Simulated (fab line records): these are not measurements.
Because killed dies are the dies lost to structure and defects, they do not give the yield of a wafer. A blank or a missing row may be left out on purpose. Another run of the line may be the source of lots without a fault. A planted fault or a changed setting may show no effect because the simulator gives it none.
Struck lot and sound lot, side by side / flow n5-finfet / 16 out of 1938 route steps
Sound: the wafers L939.2, L939.4, L939.6. Struck: wafer L945.2 (left out: L945.4, a lot-mate that was not struck); the cause follows at the end.
For every step that has rows: the tool of each side, followed by ch and its chambers, followed by its first start. Under that, the readings that differ: sound wafers / struck wafers / difference of the means / sigmas: that difference in standard deviations of wafers without a fault.
alike: same words and numbers on both sides, and readings whose means sit less than 2 such deviations apart. not compared: any withheld reading, any reading some wafer has no value for, any bound like >300 that may hide the same value, and any number with overlapping values for which the record gives no deviation.
Wherever a step has rows on one side only, a row that says differs or no value, or a row with sigmas, the two part there. Non-overlapping numbers with no deviation appear without sigmas and do not part them. A reading that every wafer of one side lacks parts them only if that side has two wafers or more.

first, 5 steps without rows for these wafers: N5_BEOL_M1_EBR_24; N5_BEOL_M1_SOFTBAKE_23 (time 60 s); N5_BEOL_M1_EXPOSE_25 (exposes mask V0, defocus 5 nm, target cd 24 nm); N5_BEOL_M1_PEB_26 (peb time 60 s); N5_BEOL_M1_DEVELOP_27 (develop time 30 s).
N5_BEOL_M1_CD_MEAS_28: target cd y 23.3 nm.
  sound on cd-sem-02 ch 0, day 6 18:21; struck on cd-sem-02 ch 0, day 8 13:31
  alike: cd-nm
N5_BEOL_M1_OVL_MEAS_29:
  sound on overlay-01 ch 0, day 6 18:23; struck on overlay-02 ch 0, day 8 13:34
reading=V0_OVL (nm); sound=0.0 -0.6 -0.9; struck=1.1; difference=+1.6; sigmas=+3
N5_BEOL_M1_INSPECT_30: inspects for defects (brightfield).
  struck on defect-inspect-01, day 8 13:37; sound on defect-inspect-02, day 6 18:26
  alike: raw-defect-count
N5_BEOL_M1_DESCUM_33: chemistry O2, time 7 s.
  sound on rie-diel-03 ch 0,2,3, day 6 18:28; struck on rie-diel-06 ch 0, day 8 13:38
  alike: drypump-motor-current-A, oes-product-au, rf-vpp-V, showerhead-plenum-p-Torr, throttle-valve-pct
  not compared: rf-hours-counter-h
N5_BEOL_M1_ETCH_77: etches underlayer in N2/H2, target depth 6.5 nm, time 5.2 s.
  sound on rie-diel-03 ch 0,2,3, day 6 18:30; struck on rie-diel-06 ch 0, day 8 13:41
  alike: drypump-motor-current-A, etch-rf-on-time-s, oes-product-au, rf-vpp-V, showerhead-plenum-p-Torr, throttle-valve-pct
  not compared: rf-hours-counter-h
N5_BEOL_M1_ETCH_69: etches SiARC in CF4, target depth 15.6 nm, time 26 s.
  sound on rie-diel-03 ch 0,2,3, day 6 18:31; struck on rie-diel-06 ch 0, day 8 13:41
  alike: drypump-motor-current-A, etch-rf-on-time-s, oes-product-au, rf-vpp-V, showerhead-plenum-p-Torr, throttle-valve-pct
  not compared: rf-hours-counter-h
N5_BEOL_M1_ALD_98: deposits SiO2, target thk 2.5 nm, pulse time 1 s, co reactant pulse time 1 s.
  sound on ald-sin-02 ch 2,3, day 6 18:59; struck on ald-sin-02 ch 2, day 8 14:22
  alike: heater-power-w, precursor-pulse-height-rel
N5_BEOL_M1_ETCHBACK_99: etches SiO2 in CHF3, target depth 5 nm, time 10.4 s.
  sound on rie-diel-05 ch 1,2,3, day 7 05:16; struck on rie-diel-06 ch 1, day 8 19:05
reading=oes-product-au (a.u.); sound=0.89 0.68 0.79; struck=0.96; difference=+0.17; sigmas=+3
reading=showerhead-plenum-p-Torr (Torr); sound=2.21 2.12 2.15; struck=1.98; difference=-0.18; sigmas=-2
reading=model.CAR-EUV_of_BEOL_M1_COAT_22.thk-nm (nm); sound=10.4 10.4 10.4; struck=10; difference=+0; sigmas=
  alike: CHF3_flow_sccm, drypump-motor-current-A, rf-vpp-V, throttle-valve-pct
  not compared: rf-hours-counter-h
N5_BEOL_M1_ETCH_70: etches SOC in N2/H2, target depth 80 nm, overetch 16 nm, time 120 s.
  sound on rie-diel-05 ch 1,2,3, day 7 05:18; struck on rie-diel-06 ch 1, day 8 19:07
reading=rf-vpp-V (V); sound=525.4 522.9 525.0; struck=518.8; difference=-5.6; sigmas=-2
reading=showerhead-plenum-p-Torr (Torr); sound=2.59 2.49 2.56; struck=2.36; difference=-0.19; sigmas=-2
  alike: drypump-motor-current-A, oes-product-au, throttle-valve-pct
  not compared: rf-hours-counter-h
-- here the record skips 2 days between the struck wafers' starts before and after, leaving off in module BEOL_M1 and picking up in module BEOL_M4 (first step shown: number 1111 of the route) --
N5_BEOL_M4_RC_MEAS_101:
  sound on prober-02 ch 0, day 9 20:02; struck on prober-01 ch 0, day 10 21:52
  alike: DIBL_N, DIBL_P, IOFF_N, IOFF_P, ION_N, ION_P, SS_N, SS_P, VT_N, VT_P
next, for these wafers, 1 step has no rows: N5_PASSIVATION_PROBE_49.

## WHERE THEY PART
At N5_BEOL_M1_OVL_MEAS_29 first; at N5_BEOL_M1_ETCH_70 last (within this record only). Later steps at which nothing parts them and some readings are alike: N5_BEOL_M4_RC_MEAS_101.

WHY: what the simulator had put in
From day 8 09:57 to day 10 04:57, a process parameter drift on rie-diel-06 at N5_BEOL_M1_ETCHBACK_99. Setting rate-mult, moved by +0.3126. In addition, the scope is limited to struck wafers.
